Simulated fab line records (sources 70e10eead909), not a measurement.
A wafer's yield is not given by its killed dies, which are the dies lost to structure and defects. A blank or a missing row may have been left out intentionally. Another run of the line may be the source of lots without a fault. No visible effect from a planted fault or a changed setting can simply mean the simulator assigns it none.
fab line records || flow nandHarc
[record] {"lots": 5, "wafers": 15, "lastDay": 34}
route steps=1302 shown P_ZERO_WELL@29 END@1302
lots that met no fault: taken from a fault-free run of the same line
startH: hours from the record's opening day to when the first of the lot's shown wafers began || waitH: time in hours since the lot's previous step || " unchanged from the row above || L1.1+2: a single row standing in for several wafers || - no value, or no start was given || * or withheld: withheld || < > ~ a bound
route shown NAME@n: names a module that has steps shown in the file, with the first one's number in the route || usual: the fault-free wafers' mean and standard deviation || same: alike in all rows || chamber/n: place in a boat || sites: the reading at each site || _std_site: the values' standard deviation || _edge_site: inner sites' mean taken away from outer sites' mean || radiusMm: how far each site lies from the wafer's centre || mask NAME#n: copy n || behind: the last tool/chamber to shape the wafer || hold: what put the lot on hold/how long, in hours/how the hold closed || device: the n, p or np transistor that did not switch || end of line: tests of these same wafers at the route's end || for a step that has no rows: nothing shown but its recipe || killed: at the first sort, the dies lost to defects and structure; wafer yield is something else || map: a wafer's dies, marking killed ones x, the rest . and places with no die _
set.NAME: setting as actually run; set.NAME@STEP: the setting as run at that earlier step || model.NAME: the simulator's own value behind a step, which no gauge read
lots seen at some steps along the route; tables by step, rows by wafer
services: a tool's chamber out of use, with start hour (startH, from the record's first day; less than 0 if before it), hours out, and reason
[[steps]]
[step NHARC_P_ZERO_WELL_CD_MEAS_24]
[recipe] {"targetCdNm": 720, "landingEnergyEv": 500}
[usual] {"cdNm": "721.7/2"}
{"lot.wafer": "L870.3", "tool": "cdSem-01", "chamber": 0, "startH": 32.47, "waitH": "-", "cdNm": 722.8}
{"lot.wafer": "L870.4", "tool": "cdSem-01", "chamber": 0, "startH": 32.47, "waitH": "-", "cdNm": 721.6}
{"lot.wafer": "L870.6", "tool": "cdSem-01", "chamber": 0, "startH": 32.47, "waitH": "-", "cdNm": 720.1}
{"lot.wafer": "L883.1", "tool": "cdSem-02", "chamber": 0, "startH": 162.47, "waitH": "-", "cdNm": 722.7}
{"lot.wafer": "L883.2", "tool": "cdSem-02", "chamber": 0, "startH": 162.47, "waitH": "-", "cdNm": 725.6}
{"lot.wafer": "L883.3", "tool": "cdSem-02", "chamber": 0, "startH": 162.47, "waitH": "-", "cdNm": 722.7}
{"lot.wafer": "L885.1", "tool": "cdSem-02", "chamber": 0, "startH": 182.44, "waitH": "-", "cdNm": 722.8}
{"lot.wafer": "L885.2", "tool": "cdSem-02", "chamber": 0, "startH": 182.44, "waitH": "-", "cdNm": 721.8}
{"lot.wafer": "L885.4", "tool": "cdSem-02", "chamber": 0, "startH": 182.44, "waitH": "-", "cdNm": 722.2}
{"lot.wafer": "L891.2", "tool": "cdSem-02", "chamber": 0, "startH": 242.33, "waitH": "-", "cdNm": 723.8}
{"lot.wafer": "L891.3", "tool": "cdSem-02", "chamber": 0, "startH": 242.33, "waitH": "-", "cdNm": 722.2}
{"lot.wafer": "L891.5", "tool": "cdSem-02", "chamber": 0, "startH": 242.33, "waitH": "-", "cdNm": 721.8}
{"lot.wafer": "L892.2", "tool": "cdSem-02", "chamber": 0, "startH": 252.58, "waitH": "-", "cdNm": 722.3}
{"lot.wafer": "L892.4", "tool": "cdSem-02", "chamber": 0, "startH": 252.58, "waitH": "-", "cdNm": 721.1}
{"lot.wafer": "L892.6", "tool": "cdSem-02", "chamber": 0, "startH": 252.58, "waitH": "-", "cdNm": 724.7}
[step NHARC_P_ZERO_WELL_HARDBAKE_25]
[recipe] {"tempC": 125, "timeS": 80}
[step NHARC_P_ZERO_WELL_DESCUM_26]
[recipe] {"timeS": 3, "o2FlowSccm": 200, "arFlowSccm": 0, "biasPowerW": 0, "chemistry": "O2"}
[usual] {"drypumpMotorCurrentA": "5.9/0.36", "oesProductAu": "1.005/0.012", "rfVppV": "57.8/0.91", "showerheadPlenumPTorr": "1.91/0.095", "throttleValvePct": "11.310/0.0087"}
[same] {"biasPowerW": 0}
{"lot.wafer": "L870.3", "tool": "rieDiel-10", "chamber": 2, "startH": 32.65, "waitH": "-", "drypumpMotorCurrentA": 5.7, "oesProductAu": 1.013, "rfHoursCounterH": 38, "rfVppV": 57.8, "showerheadPlenumPTorr": 1.93, "throttleValvePct": 11.308}
{"lot.wafer": "L870.4", "tool": "rieDiel-10", "chamber": 0, "startH": 32.65, "waitH": "-", "drypumpMotorCurrentA": 5.6, "oesProductAu": 1.022, "rfHoursCounterH": "-", "rfVppV": 57.6, "showerheadPlenumPTorr": 1.94, "throttleValvePct": 11.295}
{"lot.wafer": "L870.6", "tool": "rieDiel-10", "chamber": 2, "startH": 32.65, "waitH": "-", "drypumpMotorCurrentA": 5.7, "oesProductAu": 1.016, "rfHoursCounterH": "-", "rfVppV": 57.9, "showerheadPlenumPTorr": 1.93, "throttleValvePct": 11.312}
{"lot.wafer": "L883.1", "tool": "rieDiel-10", "chamber": 1, "startH": 162.63, "waitH": "-", "drypumpMotorCurrentA": 5.2, "oesProductAu": 0.990, "rfHoursCounterH": 39, "rfVppV": 57.9, "showerheadPlenumPTorr": 1.97, "throttleValvePct": 11.313}
{"lot.wafer": "L883.2", "tool": "rieDiel-10", "chamber": 3, "startH": 162.63, "waitH": "-", "drypumpMotorCurrentA": 5.9, "oesProductAu": 0.993, "rfHoursCounterH": 32, "rfVppV": 57.5, "showerheadPlenumPTorr": 1.79, "throttleValvePct": 11.307}
{"lot.wafer": "L883.3", "tool": "rieDiel-10", "chamber": 0, "startH": 162.63, "waitH": "-", "drypumpMotorCurrentA": 5.7, "oesProductAu": 0.993, "rfHoursCounterH": 33, "rfVppV": 57.3, "showerheadPlenumPTorr": 1.92, "throttleValvePct": 11.312}
{"lot.wafer": "L885.1", "tool": "rieDiel-11", "chamber": 0, "startH": 182.83, "waitH": "-", "drypumpMotorCurrentA": 5.6, "oesProductAu": 1.010, "rfHoursCounterH": 27, "rfVppV": 58.4, "showerheadPlenumPTorr": 2.02, "throttleValvePct": 11.305}
{"lot.wafer": "L885.4", "tool": "rieDiel-11", "chamber": 1, "startH": 182.83, "waitH": "-", "drypumpMotorCurrentA": 5.5, "oesProductAu": 0.978, "rfHoursCounterH": 31, "rfVppV": 56.9, "showerheadPlenumPTorr": 1.77, "throttleValvePct": 11.319}
{"lot.wafer": "L885.2", "tool": "rieDiel-11", "chamber": 2, "startH": 182.83, "waitH": "-", "drypumpMotorCurrentA": 6.1, "oesProductAu": 0.989, "rfHoursCounterH": 31, "rfVppV": 57.8, "showerheadPlenumPTorr": 2.07, "throttleValvePct": 11.323}
{"lot.wafer": "L891.2", "tool": "rieDiel-05", "chamber": 1, "startH": 242.50, "waitH": "-", "drypumpMotorCurrentA": 6.0, "oesProductAu": 1.021, "rfHoursCounterH": 0, "rfVppV": 58.4, "showerheadPlenumPTorr": 2.06, "throttleValvePct": 11.309}
{"lot.wafer": "L891.3", "tool": "rieDiel-05", "chamber": 2, "startH": 242.50, "waitH": "-", "drypumpMotorCurrentA": 6.1, "oesProductAu": 1.018, "rfHoursCounterH": 0, "rfVppV": 57.9, "showerheadPlenumPTorr": 1.82, "throttleValvePct": 11.310}
{"lot.wafer": "L891.5", "tool": "rieDiel-05", "chamber": 0, "startH": 242.50, "waitH": "-", "drypumpMotorCurrentA": 6.7, "oesProductAu": 0.992, "rfHoursCounterH": "-", "rfVppV": 57.2, "showerheadPlenumPTorr": 1.86, "throttleValvePct": 11.311}
{"lot.wafer": "L892.4", "tool": "rieDiel-05", "chamber": 1, "startH": 252.75, "waitH": "-", "drypumpMotorCurrentA": 6.1, "oesProductAu": 1.011, "rfHoursCounterH": 3, "rfVppV": 57.6, "showerheadPlenumPTorr": 2.06, "throttleValvePct": 11.303}
{"lot.wafer": "L892.2", "tool": "rieDiel-05", "chamber": 3, "startH": 252.75, "waitH": "-", "drypumpMotorCurrentA": 5.9, "oesProductAu": 1.009, "rfHoursCounterH": 3, "rfVppV": 57.1, "showerheadPlenumPTorr": 1.80, "throttleValvePct": 11.324}
{"lot.wafer": "L892.6", "tool": "rieDiel-05", "chamber": 1, "startH": 252.75, "waitH": "-", "drypumpMotorCurrentA": 6.1, "oesProductAu": 1.000, "rfHoursCounterH": "-", "rfVppV": 57.0, "showerheadPlenumPTorr": 2.06, "throttleValvePct": 11.306}
[step NHARC_P_ZERO_WELL_IMPLANT_27]
[recipe] {"energyKev": 600, "doseCm2": 1e+13, "tiltDeg": 7}
[step NHARC_P_ZERO_WELL_IMPLANT_57]
[recipe] {"energyKev": 250, "doseCm2": 4e+12, "tiltDeg": 7}
[step NHARC_P_ZERO_WELL_IMPLANT_58]
[recipe] {"energyKev": 100, "doseCm2": 2e+12, "tiltDeg": 7}
[step NHARC_P_ZERO_WELL_STRIP_28]
[recipe] {"timeS": 840, "tempC": 130, "chemistry": "SPM"}
[step NHARC_P_ZERO_WELL_DEHYDRATE_29]
[recipe] {"tempC": 150, "timeS": 120}
[step NHARC_P_ZERO_WELL_HMDS_30]
[recipe] {"timeS": 30}
[step NHARC_P_ZERO_WELL_COAT_31]
[recipe] {"spinRpm": "withheld"}
[step NHARC_P_ZERO_WELL_SOFTBAKE_32]
[recipe] {"tempC": 122, "timeS": 95}
[step NHARC_P_ZERO_WELL_EBR_33]
[step NHARC_P_ZERO_WELL_EXPOSE_34]
[recipe] {"na": 0.6, "targetCdNm": 720, "doseMj": 22.31, "maskId": "P_PWELL"}
[usual] {"exposureDoseMJCm2": "22.309/0.021", "focusOffsetNm": "0.0/0.55"}
{"lot.wafer": "L870.3", "tool": "krfScanner-04", "chamber": 0, "startH": 33.98, "waitH": "-", "mask": "P_PWELL#0", "exposureDoseMJCm2": 22.329, "focusOffsetNm": -0.2}
{"lot.wafer": "L870.4", "tool": "krfScanner-04", "chamber": 0, "startH": 33.98, "waitH": "-", "mask": "P_PWELL#0", "exposureDoseMJCm2": 22.321, "focusOffsetNm": -0.4}
{"lot.wafer": "L870.6", "tool": "krfScanner-04", "chamber": 0, "startH": 33.98, "waitH": "-", "mask": "P_PWELL#0", "exposureDoseMJCm2": 22.319, "focusOffsetNm": 0.0}
{"lot.wafer": "L883.1", "tool": "krfScanner-02", "chamber": 0, "startH": 163.96, "waitH": "-", "mask": "P_HVPW#0", "exposureDoseMJCm2": 22.305, "focusOffsetNm": -0.9}
{"lot.wafer": "L883.2", "tool": "krfScanner-02", "chamber": 0, "startH": 163.96, "waitH": "-", "mask": "P_HVPW#0", "exposureDoseMJCm2": 22.306, "focusOffsetNm": 0.1}
{"lot.wafer": "L883.3", "tool": "krfScanner-02", "chamber": 0, "startH": 163.96, "waitH": "-", "mask": "P_HVPW#0", "exposureDoseMJCm2": 22.332, "focusOffsetNm": -0.2}
{"lot.wafer": "L885.1", "tool": "krfScanner-03", "chamber": 0, "startH": 184.01, "waitH": "-", "mask": "P_PWELL#0", "exposureDoseMJCm2": 22.316, "focusOffsetNm": 0.3}
{"lot.wafer": "L885.2", "tool": "krfScanner-03", "chamber": 0, "startH": 184.01, "waitH": "-", "mask": "P_PWELL#0", "exposureDoseMJCm2": 22.305, "focusOffsetNm": -0.6}
{"lot.wafer": "L885.4", "tool": "krfScanner-03", "chamber": 0, "startH": 184.01, "waitH": "-", "mask": "P_PWELL#0", "exposureDoseMJCm2": 22.308, "focusOffsetNm": -0.6}
{"lot.wafer": "L891.2", "tool": "krfScanner-02", "chamber": 0, "startH": 243.69, "waitH": "-", "mask": "P_PWELL#0", "exposureDoseMJCm2": 22.280, "focusOffsetNm": 1.0}
{"lot.wafer": "L891.3", "tool": "krfScanner-02", "chamber": 0, "startH": 243.69, "waitH": "-", "mask": "P_PWELL#0", "exposureDoseMJCm2": 22.311, "focusOffsetNm": -0.1}
{"lot.wafer": "L891.5", "tool": "krfScanner-02", "chamber": 0, "startH": 243.69, "waitH": "-", "mask": "P_PWELL#0", "exposureDoseMJCm2": 22.274, "focusOffsetNm": 1.1}
{"lot.wafer": "L892.2", "tool": "krfScanner-02", "chamber": 0, "startH": 253.94, "waitH": "-", "mask": "P_PWELL#0", "exposureDoseMJCm2": 22.308, "focusOffsetNm": 0.6}
{"lot.wafer": "L892.4", "tool": "krfScanner-02", "chamber": 0, "startH": 253.94, "waitH": "-", "mask": "P_PWELL#0", "exposureDoseMJCm2": 22.318, "focusOffsetNm": 0.8}
{"lot.wafer": "L892.6", "tool": "krfScanner-02", "chamber": 0, "startH": 253.94, "waitH": "-", "mask": "P_PWELL#0", "exposureDoseMJCm2": 22.339, "focusOffsetNm": 0.6}
[step NHARC_P_ZERO_WELL_PEB_35]
[recipe] {"pebTempC": 118, "pebTimeS": 85}
[step NHARC_P_ZERO_WELL_DEVELOP_36]
[recipe] {"timeS": 70}
[step NHARC_P_ZERO_WELL_CD_MEAS_37]
[recipe] {"targetCdNm": 720, "landingEnergyEv": 500}
[usual] {"cdNm": "720.2/1.9"}
{"lot.wafer": "L870.3", "tool": "cdSem-01", "chamber": 0, "startH": 34.13, "waitH": "-", "cdNm": 716.8}
{"lot.wafer": "L870.4", "tool": "cdSem-01", "chamber": 0, "startH": 34.13, "waitH": "-", "cdNm": 719.1}
{"lot.wafer": "L870.6", "tool": "cdSem-01", "chamber": 0, "startH": 34.13, "waitH": "-", "cdNm": 719.9}
{"lot.wafer": "L883.1", "tool": "cdSem-03", "chamber": 0, "startH": 164.12, "waitH": "-", "cdNm": "-"}
{"lot.wafer": "L883.2", "tool": "cdSem-03", "chamber": 0, "startH": 164.12, "waitH": "-", "cdNm": "-"}
{"lot.wafer": "L883.3", "tool": "cdSem-03", "chamber": 0, "startH": 164.12, "waitH": "-", "cdNm": "-"}
{"lot.wafer": "L885.1", "tool": "cdSem-02", "chamber": 0, "startH": 184.17, "waitH": "-", "cdNm": 722.9}
{"lot.wafer": "L885.2", "tool": "cdSem-02", "chamber": 0, "startH": 184.17, "waitH": "-", "cdNm": 722.9}
{"lot.wafer": "L885.4", "tool": "cdSem-02", "chamber": 0, "startH": 184.17, "waitH": "-", "cdNm": 721.5}
{"lot.wafer": "L891.2", "tool": "cdSem-02", "chamber": 0, "startH": 243.84, "waitH": "-", "cdNm": 722.2}
{"lot.wafer": "L891.3", "tool": "cdSem-02", "chamber": 0, "startH": 243.84, "waitH": "-", "cdNm": 723.1}
{"lot.wafer": "L891.5", "tool": "cdSem-02", "chamber": 0, "startH": 243.84, "waitH": "-", "cdNm": 720.8}
{"lot.wafer": "L892.2", "tool": "cdSem-03", "chamber": 0, "startH": 254.09, "waitH": "-", "cdNm": 718.5}
{"lot.wafer": "L892.4", "tool": "cdSem-03", "chamber": 0, "startH": 254.09, "waitH": "-", "cdNm": 717.5}
{"lot.wafer": "L892.6", "tool": "cdSem-03", "chamber": 0, "startH": 254.09, "waitH": "-", "cdNm": 721.2}
[step NHARC_P_ZERO_WELL_HARDBAKE_38]
[recipe] {"tempC": 125, "timeS": 80}
[step NHARC_END_SORT_01]
[recipe] {"tempC": 25}
[usual] {"killedAtArray": "56/17", "killedAtOther": "0.9/1.2", "killedAtPeriphery": "3.9/2.5", "killedDies": "61/17", "killedOpen": "3.2/1.8", "killedShort": "2.7/1.7"}
[same] {"grossDies": 677}
{"lot.wafer": "L883.1", "tool": "prober-01", "chamber": 0, "startH": 739.19, "waitH": 2.5, "killedAtArray": 83, "killedAtOther": 0, "killedAtPeriphery": 594, "killedDies": 677, "killedOpen": 2, "killedShort": 2}
{"lot.wafer": "L883.2", "tool": "prober-01", "chamber": 0, "startH": 739.99, "waitH": 2.8, "killedAtArray": 69, "killedAtOther": 2, "killedAtPeriphery": 606, "killedDies": 677, "killedOpen": 3, "killedShort": 6}
{"lot.wafer": "L883.3", "tool": "prober-01", "chamber": 0, "startH": 740.80, "waitH": 3.1, "killedAtArray": 57, "killedAtOther": 1, "killedAtPeriphery": 619, "killedDies": 677, "killedOpen": 2, "killedShort": 4}
// killed by level:class
L883.1 P_ZERO_WELL:areaExpose=591 A_SLIT:chamberFilmFlake=35 A_CHANNEL_HOLE_D1:chamberFilmFlake=31 A_CONTACT:chamberFilmFlake=5 P_GATE:chamberFilmFlake=3 A_STAIRCASE:chamberFilmFlake=3 A_CHANNEL_FILL_D1:geometricParticle:open=2 A_ZERO_WELL:chamberFilmFlake=2
L883.2 P_ZERO_WELL:areaExpose=603 A_CHANNEL_HOLE_D1:chamberFilmFlake=32 A_SLIT:chamberFilmFlake=17 A_CONTACT:chamberFilmFlake=7 A_WL_FILL:chamberFilmFlake=5 P_M0:geometricParticle:open=2 A_WL_FILL:geometricParticle:short=2 THIN_TSV:chamberFilmFlake=2
L883.3 P_ZERO_WELL:areaExpose=614 A_CHANNEL_HOLE_D1:chamberFilmFlake=28 A_SLIT:chamberFilmFlake=18 A_WL_FILL:chamberFilmFlake=3 P_M0:geometricParticle:short=2 P_GATE:chamberFilmFlake=2 A_CONTACT:chamberFilmFlake=2 A_M0:chamberFilmFlake=2
// map L883.1 (x killed, . not)
____________x____________
_________xxxxxxx_________
_______xxxxxxxxxxx_______
______xxxxxxxxxxxxx______
_____xxxxxxxxxxxxxxx_____
____xxxxxxxxxxxxxxxxx____
____xxxxxxxxxxxxxxxxx____
___xxxxxxxxxxxxxxxxxxx___
___xxxxxxxxxxxxxxxxxxx___
__xxxxxxxxxxxxxxxxxxxxx__
__xxxxxxxxxxxxxxxxxxxxx__
_xxxxxxxxxxxxxxxxxxxxxxx_
_xxxxxxxxxxxxxxxxxxxxxxx_
_xxxxxxxxxxxxxxxxxxxxxxx_
_xxxxxxxxxxxxxxxxxxxxxxx_
_xxxxxxxxxxxxxxxxxxxxxxx_
xxxxxxxxxxxxxxxxxxxxxxxxx
xxxxxxxxxxxxxxxxxxxxxxxxx
xxxxxxxxxxxxxxxxxxxxxxxxx
xxxxxxxxxxxxxxxxxxxxxxxxx
xxxxxxxxxxxxxxxxxxxxxxxxx
_xxxxxxxxxxxxxxxxxxxxxxx_
_xxxxxxxxxxxxxxxxxxxxxxx_
_xxxxxxxxxxxxxxxxxxxxxxx_
_xxxxxxxxxxxxxxxxxxxxxxx_
_xxxxxxxxxxxxxxxxxxxxxxx_
__xxxxxxxxxxxxxxxxxxxxx__
__xxxxxxxxxxxxxxxxxxxxx__
___xxxxxxxxxxxxxxxxxxx___
___xxxxxxxxxxxxxxxxxxx___
____xxxxxxxxxxxxxxxxx____
____xxxxxxxxxxxxxxxxx____
_____xxxxxxxxxxxxxxx_____
______xxxxxxxxxxxxx______
_______xxxxxxxxxxx_______
_________xxxxxxx_________
____________x____________
// map L892.6 (x killed, . not)
____________.____________
_________.x....._________
_______....xx...x._______
______.............______
_____..............._____
____.................____
____...............xx____
___..................x___
___...................___
__..x..................__
__..............x......__
_......x..x............._
_......................._
_......x.......x..x....._
_.....x........xxxxxx..._
_............xxx.xx....._
..x.........xxxx.xx......
x...........xxxxxx.......
............xxxxx......x.
............xxxx.xxx....x
............xxxxxx.x.....
_.x...........xxxx.xxx.._
_..............xxx...x.._
_..............xxx.x...._
_.........x............._
_...x..................._
__.....................__
__.....................__
___..x................___
___...................___
____.......x......x..____
____.................____
_____..............._____
______.............______
_______......x...._______
_________......._________
____________.____________
[[services]]
{"tool": "krfScanner-04", "chamber": "-", "startH": 13.41, "hours": 4.0, "kind": "pm"}
{"tool": "rieDiel-10", "chamber": 1, "startH": 26.63, "hours": 13.7, "kind": "repair"}
{"tool": "rieDiel-05", "chamber": 2, "startH": 36.42, "hours": 3.6, "kind": "repair"}
{"tool": "rieDiel-11", "chamber": 1, "startH": 38.98, "hours": 5.0, "kind": "repair"}
{"tool": "krfScanner-04", "chamber": "-", "startH": 44.18, "hours": 0.3, "kind": "repair"}
{"tool": "rieDiel-05", "chamber": 0, "startH": 47.12, "hours": 2.1, "kind": "repair"}
{"tool": "krfScanner-03", "chamber": "-", "startH": 52.00, "hours": 4.0, "kind": "pm"}
{"tool": "rieDiel-05", "chamber": "-", "startH": 53.46, "hours": 9.0, "kind": "pm"}
{"tool": "krfScanner-02", "chamber": "-", "startH": 59.08, "hours": 5.9, "kind": "repair"}
{"tool": "rieDiel-10", "chamber": 3, "startH": 59.28, "hours": 5.1, "kind": "repair"}
{"tool": "rieDiel-10", "chamber": "-", "startH": 65.67, "hours": 9.0, "kind": "pm"}
{"tool": "rieDiel-11", "chamber": "-", "startH": 66.41, "hours": 0.3, "kind": "repair"}
{"tool": "rieDiel-11", "chamber": "-", "startH": 78.55, "hours": 9.0, "kind": "pm"}
{"tool": "krfScanner-02", "chamber": "-", "startH": 94.00, "hours": 4.0, "kind": "pm"}
{"tool": "krfScanner-02", "chamber": "-", "startH": 98.32, "hours": 1.5, "kind": "repair"}
{"tool": "rieDiel-10", "chamber": "-", "startH": 106.04, "hours": 0.7, "kind": "repair"}
{"tool": "rieDiel-10", "chamber": 2, "startH": 120.65, "hours": 10.4, "kind": "repair"}
{"tool": "krfScanner-04", "chamber": "-", "startH": 126.96, "hours": 1.3, "kind": "repair"}
{"tool": "krfScanner-02", "chamber": "-", "startH": 137.11, "hours": 0.3, "kind": "repair"}
{"tool": "krfScanner-02", "chamber": "-", "startH": 166.60, "hours": 0.2, "kind": "repair"}
{"tool": "rieDiel-10", "chamber": 1, "startH": 173.21, "hours": 33.8, "kind": "repair"}
{"tool": "krfScanner-02", "chamber": "-", "startH": 180.28, "hours": 1.2, "kind": "repair"}
{"tool": "rieDiel-05", "chamber": "-", "startH": 231.41, "hours": 9.0, "kind": "pm"}
{"tool": "rieDiel-10", "chamber": "-", "startH": 242.80, "hours": 9.0, "kind": "pm"}
[[key]]
[firstSign] {"step": "NHARC_P_ZERO_WELL_EXPOSE_34", "reading": "mask", "direction": "changed"}
[effect] {"step": "NHARC_P_ZERO_WELL_CD_MEAS_37", "reading": "cdNm", "direction": "missing"}
[effect] {"step": "NHARC_END_SORT_01", "reading": "killedAtPeriphery", "direction": "up", "sigmas": "99+", "usual": 3.9, "struck": 606.3}
[moreKillsBornAt] {"NHARC_P_ZERO_WELL_EXPOSE_34@krfScanner-02": 1808}
metAt NHARC_P_ZERO_WELL_EXPOSE_34
struckWafers L883.1,L883.2,L883.3
laterRowsLeftOut L883.1,L883.2,L883.3
testerLeftOut L883
[fault] {"kind": "wrongMask", "tool": "any", "chamber": "-", "onsetH": 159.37, "steps": "NHARC_P_ZERO_WELL_EXPOSE_34", "auxCopy": "P_HVPW#0", "scope": "struckLotsOnly"}
// testerLeftOut: of these lots the tester's yield and bins aren't shown, on N5 and GAA mostly nor the transistor test; their killed dies are dies lost to structure and defects alone, not to doping, threshold or leakage, so they don't give the yield
// laterRowsLeftOut: the simulator's readings of these wafers behind a module that went badly wrong aren't trusted and aren't shown, but for the sort
